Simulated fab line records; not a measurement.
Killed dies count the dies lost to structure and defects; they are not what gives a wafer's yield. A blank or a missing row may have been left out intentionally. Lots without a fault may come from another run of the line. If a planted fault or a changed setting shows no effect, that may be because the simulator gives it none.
A lot that was struck, set against a sound lot | flow nand-harc | 23 out of 1159 route steps
Sound: the wafers L325.2, L325.3, L325.6. Wafers L332.1, L332.2, L332.6 were the ones struck. At the end, the cause is stated.
Order at every step that has rows: each side's tool, ch and its chambers, its first start. Under that, the readings that differ: sound wafers | struck wafers | difference of the means | sigmas: that difference in standard deviations of wafers without a fault.
alike: readings whose means differ by less than 2 such deviations, and words and numbers that are the same on both sides. not compared: withheld readings, readings that some wafer has no value for, bounds like >300 that may hide the same value, and numbers for which the record gives no deviation and whose values overlap.
A row with sigmas, a row that says differs or no value, or rows on one side alone: a step with any of these is where the two part. Numbers that have no deviation but don't overlap get no sigmas and don't part them. A reading missing from all wafers of one side parts the sides only when that side holds two or more wafers.

first, 10 steps without rows for these wafers: NHARC_P_M1_SRD_25; NHARC_P_M1_PRE_CLEAN_32 (time 12 s); NHARC_P_M1_DEP_33 (deposits SiCN, target thk 30 nm); NHARC_P_M2_DEP_00 (deposits SiOC, target thk 182.5 nm); NHARC_P_M2_DEHYDRATE_01 (time 120 s); NHARC_P_M2_HMDS_02 (time 30 s); NHARC_P_M2_COAT_34 (time 65 s); NHARC_P_M2_COAT_03 (resist thk 90 nm); NHARC_P_M2_SOFTBAKE_04 (time 55 s); NHARC_P_M2_EBR_05.
NHARC_P_M2_EXPOSE_06: exposes mask P M2, target cd 170 nm.
  sound on arfi-scanner-01 ch 0, day 8 09:53; struck on arfi-scanner-01 ch 0, day 9 22:40
  reading              | sound             | struck            | difference | sigmas
  exposure-dose-mJ-cm2 | 80.82 80.97 80.78 | 64.31 64.23 64.21 | -16.61     | -99 or more
  alike: mask, stage-vel-mm-s
then, 2 steps without rows for these wafers: NHARC_P_M2_PEB_07 (peb time 65 s); NHARC_P_M2_DEVELOP_08 (develop time 35 s).
NHARC_P_M2_CD_MEAS_09: the cd target is 170 nm.
  sound on cd-sem-03 ch 0, day 8 10:01; struck on cd-sem-02 ch 0
  reading    | sound             | struck            | difference | sigmas
  cd-nm (nm) | 171.2 171.3 170.6 | 156.8 158.1 157.0 | -13.7      | -17
  not compared: hold
NHARC_P_M2_OVL_MEAS_10: pitch 340 nm.
  struck on overlay-01, day 10 00:49; sound on overlay-02, day 8 10:07
  reading | sound | struck                                                                     | difference                   | sigmas
  hold    | - - - | await-dispo/1.7h/release await-dispo/1.7h/release await-dispo/1.7h/release | no value on the sound wafers |
  alike: overlay-x-nm, overlay-y-nm
NHARC_P_M2_DESCUM_14: chemistry O2, time 3 s.
  sound on rie-diel-12 ch 0,1,3, day 8 10:13; struck on rie-diel-11 ch 1,3, day 10 00:55
  reading               | sound             | struck          | difference | sigmas
  model.P_M2.cd-nm (nm) | 169.7 171.9 171.3 | 158 157.4 156.8 | -14        |
  alike: drypump-motor-current-A, mfc-ar-sccm, oes-product-au, rf-vpp-V, showerhead-plenum-p-Torr, throttle-valve-pct
  not compared: rf-hours-counter-h
then, 2 steps without rows for these wafers: NHARC_P_M2_ETCH_35 (etches the open film in N2/H2, target depth 40 nm, overetch 12 nm, time 43.94 s); NHARC_P_M2_ETCH_15 (etches the open film in C4F8/Ar, target depth 182.5 nm, time 91.2 s).
NHARC_P_M2_CD_MEAS_16:
  struck on cd-sem-01, day 10 01:30; sound on cd-sem-01, day 8 10:31
  reading    | sound             | struck            | difference | sigmas
  cd-nm (nm) | 169.8 171.5 170.8 | 158.5 157.9 157.2 | -12.8      | -12
  not compared: hold
NHARC_P_M2_STRIP_18: strips in N2/H2.
  sound on rie-diel-11 ch 1,2, day 8 10:37; struck on rie-diel-11 ch 1,2, day 10 07:55
  reading | sound | struck                                                                     | difference                   | sigmas
  hold    | - - - | await-dispo/6.3h/release await-dispo/6.3h/release await-dispo/6.3h/release | no value on the sound wafers |
  alike: drypump-motor-current-A, mfc-ar-sccm, oes-product-au, rf-fwd-power-W, rf-vpp-V, showerhead-plenum-p-Torr, throttle-valve-pct
  not compared: rf-hours-counter-h
NHARC_P_M2_ETCH_28: etches the open film in CF4/N2, target depth 30 nm, time 72.99 s.
  sound: rie-diel-11 ch 0,1,2; struck: rie-diel-11 ch 0,1,2
  reading               | sound             | struck            | difference | sigmas
  model.P_M2.cd-nm (nm) | 168.9 170.9 169.6 | 158.8 157.8 156.6 | -12.1      |
  alike: drypump-motor-current-A, mfc-ar-sccm, oes-product-au, rf-fwd-power-W, rf-vpp-V, showerhead-plenum-p-Torr, throttle-valve-pct
  not compared: rf-hours-counter-h
then, 1 step without rows for these wafers: NHARC_P_M2_STRIP_19 (strips in post etch residue remover, time 600 s).
-- break in the record here, with 13 days between the starts of the struck wafers on either side (left off in module P_M2, picked up again in module END, where the first step shown is number 1159 on the route) --
NHARC_END_SORT_01:
  here the record holds rows for the struck wafers (prober-01 ch 0, day 23 15:41) but none for the sound ones

== WHERE THEY PART ==
Earliest at NHARC_P_M2_EXPOSE_06; latest, in this record, at NHARC_END_SORT_01.

WHY: what had been put in by the simulator
Process parameter drift: arfi-scanner-01, from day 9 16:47 on, at NHARC_P_M2_EXPOSE_06. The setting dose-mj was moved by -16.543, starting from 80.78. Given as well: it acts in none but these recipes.
